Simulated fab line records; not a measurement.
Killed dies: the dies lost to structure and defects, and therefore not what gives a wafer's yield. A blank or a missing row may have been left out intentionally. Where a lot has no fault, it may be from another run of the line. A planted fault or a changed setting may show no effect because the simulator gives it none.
Struck lot and sound lot, side by side ; flow nand_harc ; 13 out of 1302 route steps
Sound: wafers L438.3, L438.5, L438.6. Struck: wafers L430.1, L430.3. (L430.5 of the same lot was not struck and is left out.) The cause comes at the end.
Per side, at each step with rows, come the tool, then ch with its chambers, and then its first start. Under that, the readings that differ: sound wafers ; struck wafers ; difference of the means ; sigmas: that difference in standard deviations of wafers without a fault.
alike: a reading whose means differ by less than 2 such deviations, as well as words and numbers matching on both sides. not compared: withheld readings; readings where some wafer has no value; bounds like >300 that might hide an equal value; numbers whose values overlap and for which the record gives no deviation.
Wherever a step has rows on one side only, a row that says differs or no value, or a row with sigmas, the two part there. Non-overlapping numbers with no deviation appear without sigmas and do not part them. A reading that every wafer of one side lacks parts them only if that side has two wafers or more.

first, 1 step without rows for these wafers: NHARC_A_WL_FILL_CVD_03 (deposits W, target thk 40 nm, time 279 s).
NHARC_A_WL_FILL_ETCHBACK_04: etches the open film in NF3, target depth 60 nm, time 120 s.
  sound on rie_metal-01 ch 0,1, day 28 05:41; struck on rie_metal-03 ch 0, day 24 11:37
reading;sound;struck;difference;sigmas
drypump_motor_current_A (A);4.8 4.8 5.5;6.5 6.5;+1.5;+3
  alike: oes_product_au
  not compared: rf_hours_counter_h
then, 1 step without rows for these wafers: NHARC_A_WL_FILL_ETCHBACK_05 (etches the open film in Cl2/BCl3, target depth 22 nm, time 60 s).
NHARC_A_WL_FILL_STRIP_27: strips in N2/H2, time 20 s.
  sound on plasma_asher-01 ch 0,1, day 28 06:02; struck on plasma_asher-02 ch 1, day 24 12:11
  alike: drypump_motor_current_A, heater_power_w, temp_c
  not compared: rf_hours_counter_h
then, 4 steps without rows for these wafers: NHARC_A_WL_FILL_STRIP_28 (strips in post etch residue remover, time 1200 s); NHARC_A_WL_FILL_PRECLEAN_06 (cleans in DIW, time 300 s); NHARC_A_WL_FILL_SRD_07; NHARC_A_WL_FILL_ANNEAL_08 (time 1800 s).
NHARC_A_WL_FILL_ALD_10: deposits SiO2, target thk 50 nm, pulse time 10 s, ald cycles 500.
  sound on ald_hk-02 ch 2,3, day 28 11:55; struck on ald_hk-02 ch 1,3, day 24 19:47
  alike: heater_power_w, precursor_pulse_height_rel
NHARC_A_WL_FILL_ETCHBACK_16: etches the open film in C4F8/O2/Ar, target depth 120 nm, time 24 s.
  sound on rie_diel-01 ch 1,2; struck on rie_diel-04 ch 1,2
  alike: oes_product_au, rf_vpp_V
  not compared: rf_hours_counter_h
NHARC_A_WL_FILL_STRIP_29: strips in O2, time 20 s.
  sound on rie_diel-01 ch 2,3, day 28 16:08; struck on rie_diel-04 ch 1,2, day 25 03:32
reading;sound;struck;difference;sigmas
oes_product_au (a.u.);0.994 0.984 0.985;1.019 1.013;+0.028;+3
  alike: drypump_motor_current_A, mfc_ar_sccm, rf_vpp_V, showerhead_plenum_p_Torr, throttle_valve_pct
  not compared: rf_hours_counter_h
NHARC_A_WL_FILL_ETCHBACK_17: etches the open film in Cl2/BCl3, target depth 4 nm, time 26.7 s.
  sound on rie_metal-03 ch 0,1, day 28 16:16; struck on rie_metal-03 ch 0, day 25 03:38
reading;sound;struck;difference;sigmas
oes_product_au (a.u.);0.987 0.993 0.984;0.814 0.803;-0.179;-16
  alike: drypump_motor_current_A
  not compared: rf_hours_counter_h
then, 1 step without rows for these wafers: NHARC_A_WL_FILL_PRECLEAN_18 (cleans in dHF, time 30 s).

== WHERE THEY PART ==
Earliest at NHARC_A_WL_FILL_ETCHBACK_04; latest, in this record, at NHARC_A_WL_FILL_ETCHBACK_17.

WHY: whatever the simulator had introduced
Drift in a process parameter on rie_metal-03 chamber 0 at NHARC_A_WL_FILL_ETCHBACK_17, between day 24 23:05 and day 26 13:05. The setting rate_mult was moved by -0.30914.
